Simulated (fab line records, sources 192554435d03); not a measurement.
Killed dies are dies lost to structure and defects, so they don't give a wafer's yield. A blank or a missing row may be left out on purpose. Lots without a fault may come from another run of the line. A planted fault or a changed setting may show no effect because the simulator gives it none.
Split-lot experiment | flow n5_finfet | 7 lots, 21 wafers read, on a route of 1938 steps

THE SPLIT
At N5_BEOL_M11_VIA_ETCH_34 (etches SiCOH lowk in C4F6/O2, target depth 184.5 nm, time 69.2 s), the setting time_s was moved away from the recipe's 69.2 s on 5 of the 21 wafers read, by +8.9% to +21.1%. The other wafers ran this setting at the recipe's value.

The reading is taken at the split's own step.

THE READING
SOC_of_BEOL_M11_COAT_63.thk_nm (the simulator's own value, which no gauge read), in nm, at N5_BEOL_M11_VIA_ETCH_34 (etches SiCOH lowk in C4F6/O2, target depth 184.5 nm, time 69.2 s). The file gives no usual value for it. The 16 wafers here that ran the recipe average 91.8 nm, standard deviation 0.24 nm.

wafer  | tool, chamber at the split | time_s as run, s | against the recipe | SOC_of_BEOL_M11_COAT_63.thk_nm, nm | against lot-mates on the recipe
L076.1 | rie_diel-05, 2             | 75.38            | +8.9%              | 91.2                               | -0.8
L076.2 | rie_diel-05, 1             | 69.2             | recipe             | 92                                 | -
L076.4 | rie_diel-05, 3             | 75.38            | +8.9%              | 91.4                               | -0.6
L079.1 | rie_diel-01, 1             | 69.2             | recipe             | 91.8                               | -
L079.3 | rie_diel-01, 0             | 69.2             | recipe             | 92.2                               | -
L079.6 | rie_diel-01, 1             | 69.2             | recipe             | 92                                 | -
L083.3 | rie_diel-05, 3             | 69.2             | recipe             | 91.6                               | -
L083.5 | rie_diel-05, 0             | 69.2             | recipe             | 91.8                               | -
L083.6 | rie_diel-05, 1             | 69.2             | recipe             | 92                                 | -
L088.2 | rie_diel-01, 0             | 80.3             | +16.0%             | 91                                 | -1.0
L088.3 | rie_diel-01, 2             | 69.2             | recipe             | 92.2                               | -
L088.4 | rie_diel-01, 1             | 69.2             | recipe             | 91.8                               | -
L091.1 | rie_diel-01, 2             | 69.2             | recipe             | 91.8                               | -
L091.4 | rie_diel-01, 2             | 69.2             | recipe             | 91.6                               | -
L091.5 | rie_diel-01, 0             | 69.2             | recipe             | 91.4                               | -
L096.3 | rie_diel-01, 1             | 83.78            | +21.1%             | 90.4                               | -1.2
L096.5 | rie_diel-01, 2             | 83.78            | +21.1%             | 90.2                               | -1.4
L096.6 | rie_diel-01, 1             | 69.2             | recipe             | 91.6                               | -
L097.2 | rie_diel-05, 2             | 69.2             | recipe             | 92.2                               | -
L097.4 | rie_diel-05, 0             | 69.2             | recipe             | 92                                 | -
L097.5 | rie_diel-05, 3             | 69.2             | recipe             | 91.6                               | -

THE FIT
A straight line over all 21 wafers: SOC_of_BEOL_M11_COAT_63.thk_nm changes by -0.0685 nm for each +1% of time_s; r = -0.91; the points scatter about the line by 0.24 nm.
The same after taking each lot's own level away (the mean of its wafers on the recipe; 21 wafers): -0.0634 nm for each +1%; r = -0.94; scatter 0.18 nm.
On that fit, the largest move of time_s shifts the reading by 1.3 nm.
The lots' own levels span 91.60 to 92.00 nm, that is 1.7 times the standard deviation above.
So the lot-to-lot level changes the slope little: the two slopes agree.
Check: with one of the wafers moved furthest among these (+21.1%) left out of the fit, the line predicts -1.42 nm for it against its lot-mates. It came out at -1.2 nm against them.

OTHER SPLITS ON THESE WAFERS
These wafers also went through other splits before the reading. Each is held against what the fit with the lots' levels taken away leaves over:
other split on the same wafers | wafers away from the commonest value | r with SOC_of_BEOL_M11_COAT_63.thk_nm (lot level and that fit taken away)
N5_BEOL_M8_ETCH_62 time_s      | 8                                    | -0.26
N5_BEOL_M9_ETCH_62 time_s      | 5                                    | +0.21
N5_BEOL_M9_COAT_22 spin_rpm    | 8                                    | +0.16
N5_BEOL_M11_COAT_59 spin_rpm   | 5                                    | +0.12
N5_BEOL_M11_COAT_60 spin_rpm   | 7                                    | -0.18
N5_BEOL_M11_EXPOSE_25 dose_mj  | 7                                    | -0.04

THE WHOLE CHAIN: every reading that the file lists as answering this split, in the file's order
step                    | what it does                                                     | reading                                                                         | change (the file's fit)                | r (the file's)
N5_BEOL_M11_VIA_ETCH_34 | etches SiCOH lowk in C4F6/O2, target depth 184.5 nm, time 69.2 s | etch.depth_nm (the simulator's own value, which no gauge read)                  | +1.56 nm for each +1% of the setting   | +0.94
N5_BEOL_M11_VIA_ETCH_34 | etches SiCOH lowk in C4F6/O2, target depth 184.5 nm, time 69.2 s | SOC_of_BEOL_M11_COAT_63.thk_nm (the simulator's own value, which no gauge read) | -0.0636 nm for each +1% of the setting | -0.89

THE FILE'S OWN FIT
SOC_of_BEOL_M11_COAT_63.thk_nm changes by -0.0636 nm for each +1% of time_s, r = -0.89.
